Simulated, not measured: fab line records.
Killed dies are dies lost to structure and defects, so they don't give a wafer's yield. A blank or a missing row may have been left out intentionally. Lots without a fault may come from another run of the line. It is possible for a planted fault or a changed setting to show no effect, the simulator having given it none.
fab line records	flow n5_finfet	part 2 of 2: steps 5 to 6 of 6
record lots=20	wafers=60	last_day=17
route steps=1938 shown HKMG_FIN@458 GATE_CUT@490
lots untouched by any fault: they come from a run of this same line in which no faults occurred
start_h: start of the lot's first displayed wafer, in hours after the record's first day	wait_h: hours since the lot's step before	" identical to the entry in the row above	L1.1+2: a row that stands for several wafers	- either no value or no given start	* or withheld: withheld	< > ~ a bound
route shown NAME@n: names a module that has steps shown in the file, with the first one's number in the route	usual: mean/standard deviation of fault-free wafers	same: alike in all rows	chamber/n: place in a boat	sites: readings site by site	_std_site: how widely they spread, as a standard deviation	_edge_site: outer sites' mean less inner sites'	radius_mm: how far each site lies from the wafer's centre	mask NAME#n: copy n	behind: the last tool/chamber to shape the wafer	hold: what put the lot on hold/how long, in hours/how the hold closed	device: names the non-switching transistor (n, p or np)	end of line: tests run on the same wafers once the route is complete	step lacking rows: just its recipe	killed: dies that structure and defects cost at the first sort, which is not the same as the wafer's yield	map: the dies of a wafer, with x for killed, . for not killed, _ for no die there
set.NAME: setting as actually run; set.NAME@STEP: the setting as run at that earlier step	model.NAME: the simulator's own value behind a step, which no gauge read
route steps across a sampled set of lots; one table per step, one row per wafer
services: the hour from which a tool's chamber was out of use, counted from the record's first day as start_h (under 0 if before that day), plus the number of hours and why
## steps
# step N5_GATE_CUT_ETCH_47
# recipe chemistry=Cl2/BCl3	target=SiO2	target_depth_a=100	pressure_mtorr=10	icp_w=1000	bias_w=126	Cl2_flow_sccm=53.25	bcl3_flow_sccm=21.75	Ar_flow_sccm=25
# usual drypump_motor_current_A=5.95/0.25	mfc_ar_sccm=25.00/0.082	oes_product_au=0.78/0.078	throttle_valve_pct=22.9/0.32
lot.wafer	tool	chamber	start_h	wait_h	drypump_motor_current_A	mfc_ar_sccm	oes_product_au	rf_hours_counter_h	throttle_valve_pct
L075.4	rie_metal-02	1	89.93	0.0	5.69	25.08	0.63	-	23.6
L075.5	"	0	"	"	6.01	25.01	0.80	-	22.6
L075.6	"	1	"	"	5.66	25.00	0.63	-	23.6
L076.2	rie_metal-01	1	96.74	0.0	6.04	25.12	0.79	40	22.7
L076.3	"	1	"	"	6.02	24.99	0.79	-	22.8
L076.6	"	1	"	"	6.01	25.07	0.79	-	22.7
L078.2	rie_metal-02	0	111.25	0.1	6.04	25.17	0.78	-	22.6
L078.3	"	0	"	"	6.04	24.94	0.78	-	22.7
L078.4	"	0	"	"	6.04	25.08	0.78	-	22.7
L079.1	rie_metal-03	0	117.48	0.0	5.76	25.00	0.83	17	22.9
L079.2	"	1	"	"	5.57	24.80	0.85	24	22.8
L079.6	"	0	"	"	5.78	24.99	0.83	-	22.9
L080.1	rie_metal-02	0	119.28	0.0	6.00	24.96	0.77	53	22.7
L080.3	"	0	"	"	6.00	24.90	0.77	-	22.7
L080.4	"	1	"	"	5.66	24.96	0.62	-	23.6
L081.1	rie_metal-02	0	127.60	0.0	6.09	25.12	0.78	54	22.7
L081.3	"	1	"	"	5.66	25.02	0.62	-	23.6
L081.6	"	0	"	"	6.12	25.06	0.78	-	22.7
L082.1	rie_metal-02	0	131.62	0.0	6.05	25.09	0.77	54	22.6
L082.3	"	1	"	"	5.65	25.00	0.63	-	23.6
L082.4	"	0	"	"	6.06	25.08	0.77	-	22.7
L084.2	rie_metal-02	0	142.81	0.0	6.08	24.97	0.76	55	22.7
L084.3	"	1	"	"	5.65	24.86	0.63	-	23.6
L084.6	"	0	"	"	6.08	25.08	0.76	-	22.7
L085.2	rie_metal-01	0	152.34	0.0	6.31	25.06	0.88	12	22.9
L085.4	"	0	"	"	6.31	25.04	0.88	-	22.9
L085.5	"	1	"	"	6.05	25.03	0.79	-	22.7
L087.3	rie_metal-01	1	162.45	0.0	6.00	25.02	0.78	-	22.8
L087.5	"	0	"	"	6.28	25.02	0.87	-	22.9
L087.6	"	1	"	"	6.00	24.96	0.78	-	22.7
L088.1	rie_metal-02	0	167.75	0.0	6.07	25.00	0.76	58	22.7
L088.5	"	1	"	"	5.67	25.03	0.62	-	23.6
L088.6	"	0	"	"	6.09	25.00	0.75	-	22.7
L089.1	rie_metal-01	0	176.71	0.0	6.30	25.03	0.86	15	22.9
L089.2	"	1	"	"	6.00	25.08	0.78	47	22.7
L089.3	"	0	"	"	6.30	25.01	0.86	-	22.9
L090.1	rie_metal-03	1	181.80	0.0	5.56	24.95	0.81	29	22.8
L090.3	"	1	"	"	5.53	25.00	0.81	-	22.9
L090.5	"	0	"	"	5.79	25.05	0.82	-	22.9
L091.2	rie_metal-03	0	184.21	0.0	5.79	25.09	0.81	22	22.9
L091.5	"	1	"	"	5.55	25.08	0.82	-	22.8
L091.6	"	0	"	"	5.78	25.13	0.82	-	22.9
L092.1	rie_metal-01	0	190.61	0.0	6.29	25.02	0.85	16	22.9
L092.2	"	1	"	"	6.03	25.08	0.77	48	22.8
L092.4	"	1	"	"	6.04	24.95	0.78	-	22.7
L093.2	rie_metal-01	0	196.59	0.0	6.30	24.99	0.85	17	22.9
L093.3	"	1	"	"	6.00	24.89	0.76	-	22.7
L093.4	"	0	"	"	6.31	24.87	0.85	-	22.9
L094.3	rie_metal-01	1	207.32	0.0	6.02	25.09	0.77	-	22.8
L094.4	"	0	"	"	6.31	25.09	0.84	-	23.0
L094.6	"	0	"	"	6.32	25.03	0.85	-	23.0
L095.2	rie_metal-01	1	210.49	0.0	6.02	24.99	0.77	50	22.8
L095.5	"	0	"	"	6.31	24.91	0.84	-	22.9
L095.6	"	1	"	"	6.00	24.97	0.77	-	22.8
L096.4	rie_metal-03	0	218.64	0.0	5.79	24.93	0.81	-	22.9
L096.5	"	1	"	"	5.56	24.92	0.81	-	22.8
L096.6	"	0	"	"	5.80	25.10	0.81	-	22.9
L097.2	rie_metal-02	0	226.73	0.0	6.06	24.91	0.74	62	22.7
L097.4	"	0	"	"	6.05	24.96	0.74	-	22.7
L097.6	"	1	"	"	5.64	25.05	0.61	-	23.6
# step N5_GATE_CUT_STRIP_21
# recipe chemistry=N2/H2	time_s=30	power_w=1000	temp_c=250	pressure_mtorr=withheld	n2_flow_sccm=1750	h2_flow_sccm=3250
# usual drypump_motor_current_A=6.0/0.62	h2_flow_sccm=3251/8.4	heater_power_w=385/29	n2_flow_sccm=1750/5.6
lot.wafer	tool	chamber	start_h	wait_h	drypump_motor_current_A	h2_flow_sccm	heater_power_w	n2_flow_sccm	rf_hours_counter_h
L075.4	plasma_asher-01	1	90.08	0.1	6.4	3248	389	1752	-
L075.5	"	1	"	"	6.4	3254	370	1754	-
L075.6	"	0	"	"	5.1	3264	402	1754	-
L076.2	plasma_asher-01	1	96.88	0.0	6.4	3240	382	1751	40
L076.3	"	1	"	"	6.4	3257	395	1755	-
L076.6	"	0	"	"	5.1	3255	402	1743	-
L078.2	plasma_asher-02	0	111.53	0.1	6.7	3251	407	1742	93
L078.3	"	1	"	"	5.9	3248	336	1752	-
L078.4	"	0	"	"	6.7	3254	401	1745	-
L079.1	plasma_asher-01	1	117.62	0.0	6.3	3263	391	1753	44
L079.2	"	0	"	"	5.1	3269	404	1751	44
L079.6	"	1	"	"	6.4	3253	394	1747	-
L080.1	plasma_asher-01	0	119.42	0.0	5.1	3251	413	1742	45
L080.3	"	1	"	"	6.4	3242	390	1758	-
L080.4	"	0	"	"	5.1	3239	411	1746	-
L081.1	plasma_asher-01	1	127.74	0.0	6.4	3249	392	1748	47
L081.3	"	0	"	"	5.1	3246	408	1758	-
L081.6	"	1	"	"	6.3	3254	393	1746	-
L082.1	plasma_asher-02	1	131.76	0.0	5.9	3248	327	1741	97
L082.3	"	0	"	"	6.7	3242	405	1744	-
L082.4	"	1	"	"	5.9	3265	332	1750	-
L084.2	plasma_asher-02	0	142.95	0.0	6.7	3246	398	1756	99
L084.3	"	1	"	"	5.9	3259	330	1751	-
L084.6	"	0	"	"	6.7	3232	405	1749	-
L085.2	plasma_asher-01	0	152.48	0.0	5.1	3259	386	1745	52
L085.4	"	0	"	"	5.1	3250	398	1751	-
L085.5	"	0	"	"	5.1	3245	417	1746	-
L087.3	plasma_asher-01	1	162.60	0.1	6.4	3254	391	1746	-
L087.5	"	0	"	"	5.1	3239	410	1752	-
L087.6	"	1	"	"	6.4	3252	392	1744	-
L088.1	plasma_asher-02	1	167.89	0.0	5.9	3249	327	1751	104
L088.5	"	0	"	"	6.7	3256	403	1742	-
L088.6	"	1	"	"	5.9	3253	326	1748	-
L089.1	plasma_asher-01	0	176.85	0.0	5.1	3213	414	1741	57
L089.2	"	1	"	"	6.3	3248	382	1747	57
L089.3	"	1	"	"	6.4	3253	374	1747	-
L090.1	plasma_asher-01	1	181.94	0.0	6.3	3254	388	1751	58
L090.3	"	1	"	"	6.4	3251	390	1746	-
L090.5	"	1	"	"	6.3	3247	390	1748	-
L091.2	plasma_asher-02	0	184.35	0.0	6.8	3248	409	1745	107
L091.5	"	1	"	"	5.9	3252	337	1755	-
L091.6	"	0	"	"	6.7	3252	413	1752	-
L092.1	plasma_asher-02	1	190.75	0.0	5.9	3249	326	1755	108
L092.2	"	0	"	"	6.7	3248	399	1744	108
L092.4	"	1	"	"	5.8	3252	334	1750	-
L093.2	plasma_asher-01	1	196.73	0.0	6.3	3246	382	1744	60
L093.3	"	0	"	"	5.1	3256	402	1758	-
L093.4	"	1	"	"	6.3	3244	396	1750	-
L094.3	plasma_asher-01	1	207.47	0.1	6.4	3261	380	1754	-
L094.4	"	0	"	"	5.1	3241	416	1753	-
L094.6	"	1	"	"	6.3	3252	390	1747	-
L095.2	plasma_asher-01	0	210.66	0.1	5.1	3237	401	1751	63
L095.5	"	1	"	"	6.4	3249	385	1742	-
L095.6	"	0	"	"	5.1	3239	409	1747	-
L096.4	plasma_asher-01	1	218.79	0.1	6.4	3247	383	1747	-
L096.5	"	1	"	"	6.4	3258	388	1752	-
L096.6	"	0	"	"	5.1	3242	417	1756	-
L097.2	plasma_asher-02	1	226.87	0.0	5.9	3232	326	1750	117
L097.4	"	0	"	"	6.7	3252	398	1742	-
L097.6	"	1	"	"	5.9	3248	336	1753	-
## services
tool	chamber	start_h	hours	kind
cvd_w-02	-	68.30	1.0	repair
rie_diel-03	1	68.41	-	clean
rie_diel-03	1	68.41	-	consumable_replace:focus_ring
rie_diel-03	1	68.41	-	consumable_replace:showerhead
rie_diel-03	1	68.41	23.2	scheduled_down
rie_diel-03	1	68.41	23.2	vent_cycle
rie_diel-06	1	70.09	4.3	repair
rie_metal-03	1	72.18	1.8	repair
rie_metal-01	-	76.78	1.8	repair
rie_diel-06	-	98.98	0.4	repair
rie_metal-02	1	99.95	16.6	repair
cvd_w-01	-	101.10	0.8	repair
cvd_w-01	1	104.32	1.4	repair
cvd_w-01	0	109.67	6.7	repair
rie_diel-03	0	115.96	8.9	repair
rie_metal-03	-	125.06	2.8	pm
cvd_w-01	0	133.75	12.6	repair
plasma_asher-02	-	149.07	2.7	pm
rie_diel-02	3	159.07	-	clean
rie_diel-02	3	159.07	-	consumable_replace:focus_ring
rie_diel-02	3	159.07	16.3	scheduled_down
rie_diel-02	3	159.07	16.3	vent_cycle
rie_diel-06	0	163.38	9.6	repair
